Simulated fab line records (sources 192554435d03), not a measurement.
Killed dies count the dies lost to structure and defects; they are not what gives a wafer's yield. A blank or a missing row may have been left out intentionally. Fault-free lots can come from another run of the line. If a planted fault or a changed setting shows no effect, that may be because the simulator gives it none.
fab line records + flow n5_finfet + part 2 of 2: steps 20 to 29 of 29
[record]
- lots = 5
- wafers = 15
- last_day = 14
route steps=1938 shown BEOL_M7@1291
lots that met no fault: from a run of the same line without faults
start_h: the number of hours between the record's first day and the start of the first shown wafer of the lot + wait_h: hours since the lot's step before + " identical to the entry in the row above + L1.1+2: one row covering several wafers at once + - either no value or no given start + * or withheld: withheld + < > ~ a bound
route shown NAME@n: names a module that has steps shown in the file, with the first one's number in the route + usual: mean and standard deviation over wafers with no fault + same: alike in all rows + chamber/n: place in a boat + sites: each site's reading + _std_site: their standard deviation + _edge_site: mean of outer sites minus mean of inner sites + radius_mm: how far each site lies from the wafer's centre + mask NAME#n: copy n + behind: tool/chamber where the wafer was last shaped + hold: cause of the lot's hold/its duration in hours/its outcome + device: the n, p or np transistor that did not switch + end of line: tests of these same wafers at the route's end + a step without rows: its recipe alone + killed: at the first sort, the dies lost to defects and structure; wafer yield is something else + map: the dies of a wafer, with x for killed, . for not killed, _ for no die there
set.NAME: the setting as run; set.NAME@STEP: as run at that earlier step + model.NAME: the simulator's own value behind a step, which no gauge read
lots seen at some steps along the route; tables by step, rows by wafer
services: when a tool's chamber went out of use (start_h, in hours from the record's first day, below 0 if earlier), for how many hours, and the reason
[[steps]]
[step N5_BEOL_M7_STRIP_80]
[recipe]
- chemistry = N2/H2
- time_s = 10
- power_w = 450
- temp_c = 40
- pressure_mtorr = 20
- rf_frequency_hz = 6e+07
- bias_power_w = 7
- n2_flow_sccm = 200
- h2_flow_sccm = 200
[usual]
- drypump_motor_current_A = 5.73/0.29
- oes_product_au = 0.76/0.073
- rf_vpp_V = 59.3/0.87
- showerhead_plenum_p_Torr = 2.54/0.089
- throttle_valve_pct = 23.79/0.25
| lot.wafer | tool        | chamber | start_h | wait_h | drypump_motor_current_A | oes_product_au | rf_hours_counter_h | rf_vpp_V | showerhead_plenum_p_Torr | throttle_valve_pct |
|-----------|-------------|---------|---------|--------|-------------------------|----------------|--------------------|----------|--------------------------|--------------------|
| L074.4    | rie_diel-06 | 0       | -       | -      | 5.83                    | 0.73           | 155                | 60.2     | 2.52                     | 23.91              |
| L074.5    | "           | 1       | "       | "      | 5.92                    | 0.73           | -                  | 59.8     | 2.64                     | 23.76              |
| L074.6    | "           | 0       | "       | "      | 5.83                    | 0.72           | -                  | 59.5     | 2.52                     | 23.91              |
| L075.1    | rie_diel-03 | 2       | -       | -      | 5.56                    | 0.91           | 12                 | 59.4     | 2.71                     | 23.41              |
| L075.4    | "           | 0       | "       | "      | 5.42                    | 0.71           | 204                | 60.1     | 2.52                     | 24.11              |
| L075.5    | "           | 3       | "       | "      | 5.26                    | 0.74           | -                  | 58.7     | 2.53                     | 24.05              |
| L081.2    | rie_diel-03 | 0       | -       | -      | 5.39                    | 0.70           | 217                | 58.9     | 2.52                     | 24.13              |
| L081.4    | "           | 1       | "       | "      | 6.24                    | 0.69           | -                  | 58.0     | 2.41                     | 23.91              |
| L081.5    | "           | 0       | "       | "      | 5.41                    | 0.69           | -                  | 59.0     | 2.52                     | 24.13              |
| L086.1    | rie_diel-05 | 0       | -       | -      | 5.84                    | 0.75           | 172                | 60.1     | 2.42                     | 23.61              |
| L086.5    | "           | 2       | "       | "      | 5.58                    | 0.84           | -                  | 58.9     | 2.57                     | 23.49              |
| L086.6    | "           | 1       | "       | "      | 5.74                    | 0.71           | -                  | 59.8     | 2.51                     | 23.31              |
| L085.2    | rie_diel-05 | 1       | -       | -      | 5.73                    | 0.71           | 190                | 58.7     | 2.51                     | 23.31              |
| L085.3    | "           | 2       | "       | "      | 5.59                    | 0.83           | 73                 | 61.2     | 2.57                     | 23.49              |
| L085.6    | "           | 0       | "       | "      | 5.82                    | 0.74           | -                  | 59.5     | 2.42                     | 23.61              |
[step N5_BEOL_M7_OCD_MEAS_38]
[usual]
- trench_depth_nm = 93.9/1.8
| lot.wafer | tool   | chamber | start_h | wait_h | trench_depth_nm |
|-----------|--------|---------|---------|--------|-----------------|
| L074.4    | ocd-01 | -       | 191.50  | -      | 92.8            |
| L074.5    | "      | -       | "       | "      | 91.6            |
| L074.6    | "      | -       | "       | "      | 92.8            |
| L075.1    | ocd-01 | -       | 198.03  | -      | 94.3            |
| L075.4    | "      | -       | "       | "      | 93.8            |
| L075.5    | "      | -       | "       | "      | 92.7            |
| L081.2    | ocd-02 | -       | 237.97  | -      | 92.8            |
| L081.4    | "      | -       | "       | "      | 94.9            |
| L081.5    | "      | -       | "       | "      | 93.3            |
| L086.1    | ocd-01 | -       | 257.54  | -      | 97.0            |
| L086.5    | "      | -       | "       | "      | 97.4            |
| L086.6    | "      | -       | "       | "      | 94.4            |
| L085.2    | ocd-01 | -       | 267.61  | -      | 94.4            |
| L085.3    | "      | -       | "       | "      | 97.3            |
| L085.6    | "      | -       | "       | "      | 95.1            |
[step N5_BEOL_M7_HM_STRIP_39]
[recipe]
- chemistry = peroxide_tin_strip
- material = TiN
- target_depth_a = 250
- temp_c = 50
- time_s = 158
[usual]
- bath_heat_duty_pct = 6.9/0.82
| lot.wafer | tool         | chamber | start_h | wait_h | bath_heat_duty_pct |
|-----------|--------------|---------|---------|--------|--------------------|
| L074.4    | wet_bench-01 | 0       | 191.52  | 0.0    | 6.6                |
| L074.5    | "            | 6       | "       | "      | 6.8                |
| L074.6    | "            | 2       | "       | "      | 8.0                |
| L075.1    | wet_bench-04 | 6       | 198.06  | 0.0    | 6.7                |
| L075.4    | "            | 7       | "       | "      | 6.9                |
| L075.5    | "            | 2       | "       | "      | 6.0                |
| L081.2    | wet_bench-05 | 5       | 238.00  | 0.0    | 8.4                |
| L081.4    | "            | 3       | "       | "      | 6.1                |
| L081.5    | "            | 2       | "       | "      | 5.9                |
| L086.1    | wet_bench-01 | 0       | 257.57  | 0.0    | 7.6                |
| L086.5    | "            | 6       | "       | "      | 8.0                |
| L086.6    | "            | 7       | "       | "      | 5.6                |
| L085.2    | wet_bench-05 | 4       | 267.64  | 0.0    | 8.0                |
| L085.3    | "            | 5       | "       | "      | 6.9                |
| L085.6    | "            | 7       | "       | "      | 7.4                |
[step N5_BEOL_M7_SRD_40]
[recipe]
- time_s = 30
- temp_c = 23
- rinse_liquid = diw
- dry = ipa_marangoni
[usual]
- bath_heat_duty_pct = 3.5/0.51
| lot.wafer | tool         | chamber | start_h | wait_h | bath_heat_duty_pct |
|-----------|--------------|---------|---------|--------|--------------------|
| L074.4    | wet_bench-01 | 0       | 191.57  | 0.0    | 4.1                |
| L074.5    | "            | 6       | "       | "      | 3.8                |
| L074.6    | "            | 2       | "       | "      | 3.3                |
| L075.1    | wet_bench-04 | 6       | 198.11  | 0.0    | 3.1                |
| L075.4    | "            | 7       | "       | "      | 3.4                |
| L075.5    | "            | 2       | "       | "      | 3.2                |
| L081.2    | wet_bench-05 | 5       | 238.05  | 0.0    | 4.1                |
| L081.4    | "            | 3       | "       | "      | 3.1                |
| L081.5    | "            | 2       | "       | "      | 3.0                |
| L086.1    | wet_bench-01 | 0       | 257.62  | 0.0    | 3.9                |
| L086.5    | "            | 6       | "       | "      | 3.2                |
| L086.6    | "            | 7       | "       | "      | 3.6                |
| L085.2    | wet_bench-05 | 4       | 267.69  | 0.0    | 4.0                |
| L085.3    | "            | 5       | "       | "      | 3.5                |
| L085.6    | "            | 7       | "       | "      | 4.4                |
[step N5_BEOL_M7_PRECLEAN_42]
[recipe]
- chemistry = residue_remover
- time_s = 60
- temp_c = 40
[usual]
- bath_heat_duty_pct = 4.4/0.56
| lot.wafer | tool         | chamber | start_h | wait_h | bath_heat_duty_pct |
|-----------|--------------|---------|---------|--------|--------------------|
| L074.4    | wet_bench-01 | 0       | 191.59  | 0.0    | 4.5                |
| L074.5    | "            | 6       | "       | "      | 4.3                |
| L074.6    | "            | 2       | "       | "      | 5.1                |
| L075.1    | wet_bench-04 | 6       | 198.12  | 0.0    | 4.3                |
| L075.4    | "            | 7       | "       | "      | 3.2                |
| L075.5    | "            | 2       | "       | "      | 4.0                |
| L081.2    | wet_bench-05 | 5       | 238.07  | 0.0    | 5.1                |
| L081.4    | "            | 3       | "       | "      | 3.5                |
| L081.5    | "            | 2       | "       | "      | 3.3                |
| L086.1    | wet_bench-01 | 0       | 257.63  | 0.0    | 4.6                |
| L086.5    | "            | 6       | "       | "      | 5.1                |
| L086.6    | "            | 7       | "       | "      | 3.7                |
| L085.2    | wet_bench-05 | 4       | 267.71  | 0.0    | 5.5                |
| L085.3    | "            | 5       | "       | "      | 5.7                |
| L085.6    | "            | 7       | "       | "      | 5.0                |
[step N5_BEOL_M7_SRD_43]
[recipe]
- time_s = 30
- temp_c = 23
- rinse_liquid = diw
- dry = ipa_marangoni
[usual]
- bath_heat_duty_pct = 3.5/0.54
| lot.wafer | tool         | chamber | start_h | wait_h | bath_heat_duty_pct |
|-----------|--------------|---------|---------|--------|--------------------|
| L074.4    | wet_bench-01 | 0       | 191.60  | 0.0    | 3.6                |
| L074.5    | "            | 6       | "       | "      | 3.3                |
| L074.6    | "            | 2       | "       | "      | 4.0                |
| L075.1    | wet_bench-04 | 6       | 198.14  | 0.0    | 3.7                |
| L075.4    | "            | 7       | "       | "      | 3.1                |
| L075.5    | "            | 2       | "       | "      | 3.0                |
| L081.2    | wet_bench-05 | 5       | 238.08  | 0.0    | 4.2                |
| L081.4    | "            | 3       | "       | "      | 3.9                |
| L081.5    | "            | 2       | "       | "      | 2.8                |
| L086.1    | wet_bench-01 | 0       | 257.65  | 0.0    | 4.1                |
| L086.5    | "            | 6       | "       | "      | 3.5                |
| L086.6    | "            | 7       | "       | "      | 2.0                |
| L085.2    | wet_bench-05 | 4       | 267.72  | 0.0    | 4.0                |
| L085.3    | "            | 5       | "       | "      | 3.6                |
| L085.6    | "            | 7       | "       | "      | 3.3                |
[step N5_BEOL_M7_CD_MEAS_35]
[recipe]
- target_cd_nm = 40
- polarity = opening
[usual]
- cd_nm = 39.8/0.57
| lot.wafer | tool      | chamber | start_h | wait_h | cd_nm |
|-----------|-----------|---------|---------|--------|-------|
| L074.4    | cd_sem-01 | -       | 191.65  | 0.0    | 39.2  |
| L074.5    | "         | -       | "       | "      | 39.9  |
| L074.6    | "         | -       | "       | "      | 39.9  |
| L075.1    | cd_sem-02 | -       | 198.18  | 0.0    | 39.1  |
| L075.4    | "         | -       | "       | "      | 39.0  |
| L075.5    | "         | -       | "       | "      | 39.7  |
| L081.2    | cd_sem-03 | -       | 238.12  | 0.0    | 38.9  |
| L081.4    | "         | -       | "       | "      | 38.4  |
| L081.5    | "         | -       | "       | "      | 38.9  |
| L086.1    | cd_sem-03 | -       | 257.69  | 0.0    | 39.4  |
| L086.5    | "         | -       | "       | "      | 39.3  |
| L086.6    | "         | -       | "       | "      | 40.0  |
| L085.2    | cd_sem-02 | -       | 267.77  | 0.0    | 40.1  |
| L085.3    | "         | -       | "       | "      | 40.0  |
| L085.6    | "         | -       | "       | "      | 40.0  |
[step N5_BEOL_M7_CURE_75]
[recipe]
- temp_c = 370
- time_s = 120
- ambient = DMADMS/He
- material = SiCOH_lowk
[usual]
- lamp_power_pct = 52.31/0.048
- wafer_temp_C_max = 371.9/0.51
| lot.wafer | tool       | chamber | start_h | wait_h | lamp_power_pct | wafer_temp_C_max |
|-----------|------------|---------|---------|--------|----------------|------------------|
| L074.4    | uv_cure-03 | 0       | 191.84  | 0.2    | 52.33          | 372.1            |
| L074.5    | "          | 0       | "       | "      | 52.40          | 372.0            |
| L074.6    | "          | 0       | "       | "      | 52.37          | 371.4            |
| L075.1    | uv_cure-01 | 0       | 198.22  | 0.0    | 52.29          | 372.3            |
| L075.4    | "          | 0       | "       | "      | 52.26          | 372.1            |
| L075.5    | "          | 0       | "       | "      | 52.30          | 372.3            |
| L081.2    | uv_cure-03 | 2       | 238.48  | 0.4    | 52.34          | 371.6            |
| L081.4    | "          | 2       | "       | "      | 52.29          | 371.5            |
| L081.5    | "          | 2       | "       | "      | 52.31          | 372.6            |
| L086.1    | uv_cure-02 | 1       | 257.73  | 0.0    | 52.22          | 372.0            |
| L086.5    | "          | 1       | "       | "      | 52.25          | 372.3            |
| L086.6    | "          | 1       | "       | "      | 52.30          | 372.5            |
| L085.2    | uv_cure-02 | 1       | 267.93  | 0.2    | 52.28          | 371.6            |
| L085.3    | "          | 1       | "       | "      | 52.38          | 372.1            |
| L085.6    | "          | 1       | "       | "      | 52.35          | 371.7            |
[step N5_BEOL_M7_DEGAS_44]
[recipe]
- ambient = vacuum
- temp_c = 250
- time_s = 60
[usual]
- heater_power_w = 324/33
| lot.wafer | tool           | chamber | start_h | wait_h | heater_power_w |
|-----------|----------------|---------|---------|--------|----------------|
| L074.4    | pvd_sputter-03 | -       | 192.14  | 0.3    | 301            |
| L074.5    | "              | -       | "       | "      | 308            |
| L074.6    | "              | -       | "       | "      | 343            |
| L075.1    | pvd_sputter-01 | -       | 198.72  | 0.5    | 378            |
| L075.4    | "              | -       | "       | "      | 296            |
| L075.5    | "              | -       | "       | "      | 310            |
| L081.2    | pvd_sputter-03 | -       | 238.75  | 0.2    | 354            |
| L081.4    | "              | -       | "       | "      | 257            |
| L081.5    | "              | -       | "       | "      | 328            |
| L086.1    | pvd_sputter-02 | -       | 258.45  | 0.7    | 305            |
| L086.5    | "              | -       | "       | "      | 328            |
| L086.6    | "              | -       | "       | "      | 351            |
| L085.2    | pvd_sputter-01 | -       | 268.23  | 0.3    | 367            |
| L085.3    | "              | -       | "       | "      | 365            |
| L085.6    | "              | -       | "       | "      | 359            |
[step N5_BEOL_M7_PRE_CLEAN_45]
[recipe]
- gas = H2/He
- time_s = 30
- temp_c = 250
[usual]
- heater_power_w = 324/33
| lot.wafer | tool           | chamber | start_h | wait_h | heater_power_w |
|-----------|----------------|---------|---------|--------|----------------|
| L074.4    | pvd_sputter-03 | -       | 192.18  | 0.0    | 288            |
| L074.5    | "              | -       | "       | "      | 299            |
| L074.6    | "              | -       | "       | "      | 353            |
| L075.1    | pvd_sputter-01 | -       | 198.76  | 0.0    | 366            |
| L075.4    | "              | -       | "       | "      | 305            |
| L075.5    | "              | -       | "       | "      | 308            |
| L081.2    | pvd_sputter-03 | -       | 238.79  | 0.0    | 349            |
| L081.4    | "              | -       | "       | "      | 256            |
| L081.5    | "              | -       | "       | "      | 329            |
| L086.1    | pvd_sputter-02 | -       | 258.49  | 0.0    | 308            |
| L086.5    | "              | -       | "       | "      | 331            |
| L086.6    | "              | -       | "       | "      | 343            |
| L085.2    | pvd_sputter-01 | -       | 268.27  | 0.0    | 368            |
| L085.3    | "              | -       | "       | "      | 381            |
| L085.6    | "              | -       | "       | "      | 363            |
[[services]]
| tool           | chamber | start_h | hours | kind                      |
|----------------|---------|---------|-------|---------------------------|
| wet_bench-05   | -       | 168.33  | 5.9   | repair                    |
| euv_scanner-01 | -       | 168.89  | 1.0   | pm                        |
| euv_scanner-02 | -       | 175.33  | 1.0   | pm                        |
| euv_scanner-02 | 0       | 176.67  | -     | calibration               |
| litho_track-01 | -       | 177.34  | -     | consumable_replace:filter |
| wet_bench-01   | -       | 178.81  | 6.6   | repair                    |
| euv_scanner-02 | -       | 190.16  | 4.6   | pm                        |
| euv_scanner-01 | -       | 203.30  | 4.6   | pm                        |
| rie_diel-03    | 2       | 214.25  | 38.8  | repair                    |
| euv_scanner-01 | -       | 217.70  | 30.9  | repair                    |
| uv_cure-01     | -       | 226.58  | 28.1  | pm                        |
| wet_bench-05   | -       | 231.95  | 1.6   | repair                    |
| euv_scanner-02 | -       | 245.52  | 1.0   | pm                        |
| euv_scanner-02 | -       | 246.53  | 5.8   | pm                        |
| litho_track-01 | -       | 252.96  | -     | consumable_replace:filter |
| euv_scanner-01 | 0       | 253.38  | -     | calibration               |
| uv_cure-01     | -       | 254.68  | 1.0   | pm                        |
| euv_scanner-01 | -       | 255.61  | 1.9   | repair                    |
